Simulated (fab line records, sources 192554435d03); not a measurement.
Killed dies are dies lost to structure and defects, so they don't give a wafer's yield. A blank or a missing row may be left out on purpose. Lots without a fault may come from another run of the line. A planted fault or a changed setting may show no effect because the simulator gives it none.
A struck lot beside a sound one | flow n5_finfet | 37 steps out of a route of 1938
Sound: wafers L948.2, L948.4, L948.5. Struck: wafers L943.2, L943.3, L943.5. The cause comes at the end.
At each step with rows: each side's tool, then ch and its chambers, then its first start. Under that, the readings that differ: sound wafers | struck wafers | difference of the means | sigmas: that difference in standard deviations of wafers without a fault.
alike: readings whose means differ by less than 2 such deviations, and words and numbers that are the same on both sides. not compared: withheld readings, readings that some wafer has no value for, bounds like >300 that may hide the same value, and numbers for which the record gives no deviation and whose values overlap.
The two part at a step that has a row with sigmas, a row that says differs or no value, or rows on one side only. Numbers that don't overlap but have no deviation are shown without sigmas and don't part them. A reading that every wafer of one side lacks parts them only if that side has two wafers or more.

first, 9 steps without rows for these wafers: N5_BEOL_M4_ANNEAL_95 (time 240 s); N5_BEOL_M4_SPUTTER_96 (material Cu, target thk 4.5 nm, time 8.29 s); N5_BEOL_M4_ECD_50 (material Cu, target thk 300 nm); N5_BEOL_M4_ANNEAL_51 (time 90 s); N5_BEOL_M4_CMP_52 (polishes, stops on SiOC, t overpolish 6.8 s, target thk 40 nm); N5_BEOL_M4_PRE_CLEAN_60 (time 15 s); N5_BEOL_M4_CO_CAP_55 (material Co, precursor CCTBA/H2, target thk 2 nm, time 102.1 s); N5_BEOL_M4_PRE_CLEAN_56 (time 15 s); N5_BEOL_M4_DEP_57 (deposits SiCN from 3MS/NH3, target thk 8 nm, time 14 s).
N5_BEOL_M4_RC_MEAS_101:
  sound on prober-01 ch 0, day 13 02:25; struck on prober-02 ch 0, day 11 15:35
  reading       | sound       | struck      | difference | sigmas
  ION_P (uA/um) | 472 468 484 | 453 454 458 | -20        | -2
  alike: DIBL_N, DIBL_P, IOFF_N, IOFF_P, ION_N, SS_N, SS_P, VT_N, VT_P
then, 24 steps without rows for these wafers: N5_BEOL_M5_ILD_DEP_00 (deposits SiCOH lowk from DEMS/porogen, target thk 140.64 nm, time 25.9 s); N5_BEOL_M5_CURE_79 (cures SiCOH lowk, time 240 s); N5_BEOL_M5_PECVD_70 (deposits SiO2 from TEOS/O2, target thk 16 nm, time 18 s); N5_BEOL_M5_HM_DEP_02 (deposits TiN, target thk 20 nm); N5_BEOL_M5_COAT_59 (time 60 s, resist thk 60 nm); N5_BEOL_M5_COAT_60 (time 60 s, resist thk 12 nm); N5_BEOL_M5_COAT_71 (time 60 s, resist thk 5 nm); N5_BEOL_M5_COAT_05 (resist thk 30 nm); N5_BEOL_M5_EBR_07; N5_BEOL_M5_SOFTBAKE_06 (time 60 s); N5_BEOL_M5_EXPOSE_08 (exposes mask M5, target cd 28 nm); N5_BEOL_M5_PEB_09 (peb time 60 s); N5_BEOL_M5_DEVELOP_10 (develop time 30 s); N5_BEOL_M5_DESCUM_16 (chemistry O2, time 7 s); N5_BEOL_M5_ETCH_72 (etches underlayer in N2/H2, target depth 6.5 nm, time 5.2 s); N5_BEOL_M5_ETCH_61 (etches SiARC in CF4, target depth 15.6 nm, time 26 s); N5_BEOL_M5_ETCH_62 (etches SOC in N2/H2, target depth 75 nm, overetch 15 nm, time 112.5 s); N5_BEOL_M5_STRIP_63 (strips in N2/H2); N5_BEOL_M5_STRIP_73 (strips in N2/H2); N5_BEOL_M5_STRIP_64 (strips in CF4); N5_BEOL_M5_HM_OPEN_17 (chemistry Cl2/BCl3, target TiN, target depth 20 nm, overetch 6 nm); N5_BEOL_M5_STRIP_19 (strips in O2); N5_BEOL_M5_COAT_65 (time 60 s, resist thk 60 nm); N5_BEOL_M5_COAT_66 (time 60 s, resist thk 12 nm).
N5_BEOL_M9_ETCH_66: etches SOC in N2/H2, target depth 80 nm, overetch 16 nm, time 120 s.
  sound on rie_diel-02 ch 0,1,3, day 14 22:23; struck on rie_diel-02 ch 2,3, day 13 10:08
  no value came back on the struck wafers for any of 7 readings (bias_w (W), chamber_pressure_mTorr (mTorr) and others); on the sound wafers bias_w (W) reads 150.0 149.9 149.4
  reading                                         | sound       | struck     | difference | sigmas
  model.CAR-EUV_of_BEOL_M9_COAT_22.thk_nm (nm)    | 0 0 0       | 11 11 11.2 | +11        |
  model.SiARC_of_BEOL_M9_COAT_64.thk_nm (nm)      | 6.4 6.4 6.4 | 12 12 12   | +6         |
  model.underlayer_of_BEOL_M9_COAT_75.thk_nm (nm) | 0 0 0       | 5 5 5      | +5         |
  not compared: rf_hours_counter_h
N5_BEOL_M9_VIA_ETCH_34: etches SiCOH lowk in C4F6/O2, target depth 182.4 nm, time 68.4 s.
  sound on rie_diel-02 ch 0,1,3, day 14 22:29; struck on rie_diel-02 ch 2,3, day 13 10:14
  reading               | sound          | struck         | difference | sigmas
  oes_product_au (a.u.) | 0.94 0.87 0.87 | 0.30 0.33 0.29 | -0.59      | -7
  alike: C4F6_flow_sccm, O2_flow_sccm, bias_w, drypump_motor_current_A, rf_vpp_V, showerhead_plenum_p_Torr, throttle_valve_pct
  not compared: rf_hours_counter_h
-- the record jumps here: 2 days lie between the struck wafers' starts before and after (it left off in module BEOL_M9 and takes up again in module PASSIVATION, whose first step shown is number 1936 of the route) --
N5_PASSIVATION_PROBE_49:
  sound on prober-01, day 17 14:29; struck on prober-02, day 15 16:23
  reading                  | sound          | struck         | difference | sigmas
  defect_limited_yield (%) | 91.0 91.3 90.5 | 0 0 0          | -91        | -57
  killed_at_M4_up          | 18 11 15       | 1122 1073 1094 | +1082      | +99 or more
  killed_dies              | 106 103 112    | 1180 1180 1180 | +1073      | +56
  killed_on_rim            | 14 16 15       | 152 152 152    | +137       | +33
  sort_bin_5_function (%)  | 5.2 4.8 5.1    | 97.4 96.2 96.4 | +91.6      | +92
  sort_n_pass              | 1074 1077 1068 | 0 0 0          | -1073      | -56
  sort_yield_pct (%)       | 91.0 91.3 90.5 | 0 0 0          | -91        | -57
  alike: killed_at_M0_to_M3, killed_at_contacts, killed_at_front_end, killed_at_other, killed_open, killed_short, sort_bin_6_memory

WHERE THEY PART
First at N5_BEOL_M4_RC_MEAS_101; last, within this record, at N5_PASSIVATION_PROBE_49.

WHY: what the simulator had put in
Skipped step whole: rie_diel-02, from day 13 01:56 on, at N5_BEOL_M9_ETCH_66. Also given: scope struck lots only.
